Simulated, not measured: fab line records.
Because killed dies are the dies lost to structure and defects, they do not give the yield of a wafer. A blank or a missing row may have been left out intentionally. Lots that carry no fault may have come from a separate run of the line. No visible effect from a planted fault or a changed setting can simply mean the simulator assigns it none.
Split-lot experiment / flow n5Finfet / 21 wafers read from 7 lots, route of 1938 steps

ABOUT THE SPLIT
At N5_WELL_APT_EXPOSE_22 (exposes mask PWELL, defocus 0 nm, target cd 200 nm), the setting doseMj was moved away from the recipe's 23.2 on 5 of the 21 wafers read, by -6.5% to +5.1%. This setting was run at the recipe's value on the other wafers.

FROM THE SPLIT TO THE READING: what the file shows between them, 3 steps
- N5_WELL_APT_PEB_23: peb time 90 s (also split here: pebTimeS)
- N5_WELL_APT_DEVELOP_24: develop time 45 s
- N5_WELL_APT_HARDBAKE_29: time 120 s

THE READING
Shown in nm: cdNm at N5_WELL_APT_CD_MEAS_25, with target cd 200 nm. On this fab line, fault-free wafers typically give 201.0 nm with a standard deviation of 1.8 nm.

wafer=L077.2; tool, chamber at the split=krfScanner-02, 0; doseMj as run=23.2; against the recipe=recipe; cdNm, nm=201.9; against lot-mates on the recipe=-
wafer=L077.3; tool, chamber at the split=krfScanner-02, 0; doseMj as run=24.33; against the recipe=+4.9%; cdNm, nm=208.0; against lot-mates on the recipe=+6.9
wafer=L077.4; tool, chamber at the split=krfScanner-02, 0; doseMj as run=23.2; against the recipe=recipe; cdNm, nm=200.2; against lot-mates on the recipe=-
wafer=L084.1; tool, chamber at the split=krfScanner-02, 0; doseMj as run=23.2; against the recipe=recipe; cdNm, nm=201.1; against lot-mates on the recipe=-
wafer=L084.2; tool, chamber at the split=krfScanner-02, 0; doseMj as run=23.2; against the recipe=recipe; cdNm, nm=201.6; against lot-mates on the recipe=-
wafer=L084.4; tool, chamber at the split=krfScanner-02, 0; doseMj as run=24.09; against the recipe=+3.8%; cdNm, nm=207.6; against lot-mates on the recipe=+6.2
wafer=L086.2; tool, chamber at the split=krfScanner-01, 0; doseMj as run=21.69; against the recipe=-6.5%; cdNm, nm=193.5; against lot-mates on the recipe=-10.2
wafer=L086.4; tool, chamber at the split=krfScanner-01, 0; doseMj as run=23.2; against the recipe=recipe; cdNm, nm=201.2; against lot-mates on the recipe=-
wafer=L086.6; tool, chamber at the split=krfScanner-01, 0; doseMj as run=23.2; against the recipe=recipe; cdNm, nm=206.2; against lot-mates on the recipe=-
wafer=L087.1; tool, chamber at the split=krfScanner-02, 0; doseMj as run=24.38; against the recipe=+5.1%; cdNm, nm=202.6; against lot-mates on the recipe=+2.2
wafer=L087.2; tool, chamber at the split=krfScanner-02, 0; doseMj as run=24.38; against the recipe=+5.1%; cdNm, nm=210.5; against lot-mates on the recipe=+10.1
wafer=L087.6; tool, chamber at the split=krfScanner-02, 0; doseMj as run=23.2; against the recipe=recipe; cdNm, nm=200.4; against lot-mates on the recipe=-
wafer=L093.4; tool, chamber at the split=krfScanner-01, 0; doseMj as run=23.2; against the recipe=recipe; cdNm, nm=199.6; against lot-mates on the recipe=-
wafer=L093.5; tool, chamber at the split=krfScanner-01, 0; doseMj as run=23.2; against the recipe=recipe; cdNm, nm=200.5; against lot-mates on the recipe=-
wafer=L093.6; tool, chamber at the split=krfScanner-01, 0; doseMj as run=23.2; against the recipe=recipe; cdNm, nm=199.5; against lot-mates on the recipe=-
wafer=L096.2; tool, chamber at the split=krfScanner-01, 0; doseMj as run=23.2; against the recipe=recipe; cdNm, nm=202.2; against lot-mates on the recipe=-
wafer=L096.4; tool, chamber at the split=krfScanner-01, 0; doseMj as run=23.2; against the recipe=recipe; cdNm, nm=200.2; against lot-mates on the recipe=-
wafer=L096.6; tool, chamber at the split=krfScanner-01, 0; doseMj as run=23.2; against the recipe=recipe; cdNm, nm=200.5; against lot-mates on the recipe=-
wafer=L097.1; tool, chamber at the split=krfScanner-01, 0; doseMj as run=23.2; against the recipe=recipe; cdNm, nm=202.2; against lot-mates on the recipe=-
wafer=L097.3; tool, chamber at the split=krfScanner-01, 0; doseMj as run=23.2; against the recipe=recipe; cdNm, nm=202.5; against lot-mates on the recipe=-
wafer=L097.4; tool, chamber at the split=krfScanner-01, 0; doseMj as run=23.2; against the recipe=recipe; cdNm, nm=203.9; against lot-mates on the recipe=-

FIT RESULTS
A straight line over all 21 wafers: cdNm changes by +1.2 nm for each +1% of doseMj; r = +0.83; the points scatter about the line by 2.1 nm.
The same after taking each lot's own level away (the mean of its wafers on the recipe; 21 wafers): +1.42 nm for each +1%; r = +0.91; scatter 1.7 nm.
That fit puts the effect of the largest move of doseMj on the reading at 9.2 nm.
From 199.87 to 203.70 nm: that is the span of the lots' own levels, equal to 2.1 times the standard deviation above.
In other words, the slope is changed by the lot-to-lot level; the two fits disagree.
Check: -8.65 nm against its lot-mates is what the line predicts for one of the wafers moved furthest among these (-6.5%) when that wafer is left out of the fit. Against them it came out at -10.2 nm.

THE OTHER SPLITS THESE WAFERS WENT THROUGH
Before the reading, these wafers also passed through other splits. Each is held against what the fit with the lots' levels taken away leaves over:
other split on the same wafers=N5_ZERO_LAYER_PECVD_02 timeS; wafers away from the commonest value=3; r with cdNm (lot level and that fit taken away)=+0.04
other split on the same wafers=N5_ZERO_LAYER_COAT_05 spinRpm; wafers away from the commonest value=8; r with cdNm (lot level and that fit taken away)=+0.24
other split on the same wafers=N5_WELL_APT_PEB_23 pebTimeS; wafers away from the commonest value=4; r with cdNm (lot level and that fit taken away)=+0.62

THE WHOLE CHAIN: every reading that the file lists as answering this split, in the file's order
step=N5_WELL_APT_CD_MEAS_25; what it does=target cd 200 nm; reading=cdNm; change (the file's fit)=+1.46 nm for each +1% of the setting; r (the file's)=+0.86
step=N5_WELL_APT_DESCUM_30; what it does=chemistry O2, time 7.9 s; reading=WELL_APT.cdNm (the simulator's own value, which no gauge read); change (the file's fit)=+1.51 nm for each +1% of the setting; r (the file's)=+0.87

FILE'S OWN FIT
cdNm changes by +1.46 nm for each +1% of doseMj, r = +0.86.
